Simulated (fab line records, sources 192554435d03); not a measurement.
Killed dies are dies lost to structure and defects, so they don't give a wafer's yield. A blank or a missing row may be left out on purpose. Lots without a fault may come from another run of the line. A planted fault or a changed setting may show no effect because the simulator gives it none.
Split-lot experiment | flow n5_finfet | 7 lots, 21 wafers read, on a route of 1938 steps

THE SPLIT
At N5_BEOL_M13_EXPOSE_07 (exposes mask V12), the setting dose_mj was moved away from the recipe's 24.8 on 4 of the 21 wafers read, by +2.8% to +6.3%. The other wafers ran this setting at the recipe's value.

FROM THE SPLIT TO THE READING: what the file shows between them, 6 steps
- N5_BEOL_M13_PEB_08: peb time 90 s
- N5_BEOL_M13_DEVELOP_09: develop time 45 s
- N5_BEOL_M13_HARDBAKE_14: time 120 s
- N5_BEOL_M13_CD_MEAS_10: target cd 190 nm
- N5_BEOL_M13_STRIP_71: strips in post etch residue remover, time 60 s
- N5_BEOL_M13_SRD_72: time 30 s, dry time 30 s

THE READING
cd_nm, in nm, at N5_BEOL_M13_CD_MEAS_17 (target cd 190 nm). Fault-free wafers of this fab line usually give 189.8 nm, standard deviation 1.8 nm.

wafer  | tool, chamber at the split | dose_mj as run | against the recipe | cd_nm, nm | against lot-mates on the recipe
L074.3 | krf_scanner-01, 0          | 26.37          | +6.3%              | 192.5     | +4.6
L074.4 | krf_scanner-01, 0          | 26.37          | +6.3%              | 195.0     | +7.1
L074.5 | krf_scanner-01, 0          | 24.8           | recipe             | 187.9     | -
L080.1 | krf_scanner-01, 0          | 24.8           | recipe             | 189.3     | -
L080.2 | krf_scanner-01, 0          | 24.8           | recipe             | 189.1     | -
L080.3 | krf_scanner-01, 0          | 24.8           | recipe             | 190.4     | -
L083.1 | krf_scanner-01, 0          | 24.8           | recipe             | 190.1     | -
L083.4 | krf_scanner-01, 0          | 24.8           | recipe             | 190.5     | -
L083.6 | krf_scanner-01, 0          | 24.8           | recipe             | 189.4     | -
L087.2 | krf_scanner-01, 0          | 24.8           | recipe             | 187.7     | -
L087.4 | krf_scanner-01, 0          | 24.8           | recipe             | 187.6     | -
L087.6 | krf_scanner-01, 0          | 24.8           | recipe             | 187.5     | -
L090.3 | krf_scanner-01, 0          | 25.5           | +2.8%              | 194.2     | +1.8
L090.4 | krf_scanner-01, 0          | 24.8           | recipe             | 192.4     | -
L090.6 | krf_scanner-01, 0          | 25.5           | +2.8%              | 194.4     | +2.0
L091.1 | krf_scanner-01, 0          | 24.8           | recipe             | 191.7     | -
L091.5 | krf_scanner-01, 0          | 24.8           | recipe             | 191.1     | -
L091.6 | krf_scanner-01, 0          | 24.8           | recipe             | 190.4     | -
L094.1 | krf_scanner-01, 0          | 24.8           | recipe             | 190.6     | -
L094.3 | krf_scanner-01, 0          | 24.8           | recipe             | 191.3     | -
L094.4 | krf_scanner-01, 0          | 24.8           | recipe             | 191.5     | -

THE FIT
A straight line over all 21 wafers: cd_nm changes by +0.737 nm for each +1% of dose_mj; r = +0.67; the points scatter about the line by 1.7 nm.
The same after taking each lot's own level away (the mean of its wafers on the recipe; 21 wafers): +0.89 nm for each +1%; r = +0.95; scatter 0.6 nm.
On that fit, the largest move of dose_mj shifts the reading by 5.6 nm.
The lots' own levels span 187.60 to 192.40 nm, that is 2.7 times the standard deviation above.
So the lot-to-lot level blurs the effect unless lot-mates are compared.
Check: with one of the wafers moved furthest among these (+6.3%) left out of the fit, the line predicts +6.31 nm for it against its lot-mates. It came out at +4.6 nm against them.

OTHER SPLITS ON THESE WAFERS
These wafers also went through other splits before the reading. Each is held against what the fit with the lots' levels taken away leaves over:
other split on the same wafers    | wafers away from the commonest value | r with cd_nm (lot level and that fit taken away)
N5_BEOL_M10_COAT_05 spin_rpm      | 8                                    | -0.04
N5_BEOL_M11_COAT_05 spin_rpm      | 9                                    | -0.38
N5_BEOL_M12_CMP_49 down_force_psi | 7                                    | -0.47

THE WHOLE CHAIN: every reading that the file lists as answering this split, in the file's order
step                   | what it does     | reading | change (the file's fit)               | r (the file's)
N5_BEOL_M13_CD_MEAS_10 | target cd 190 nm | cd_nm   | +1.05 nm for each +1% of the setting  | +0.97
N5_BEOL_M13_CD_MEAS_17 | target cd 190 nm | cd_nm   | +0.882 nm for each +1% of the setting | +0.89

THE FILE'S OWN FIT
cd_nm changes by +0.882 nm for each +1% of dose_mj, r = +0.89.
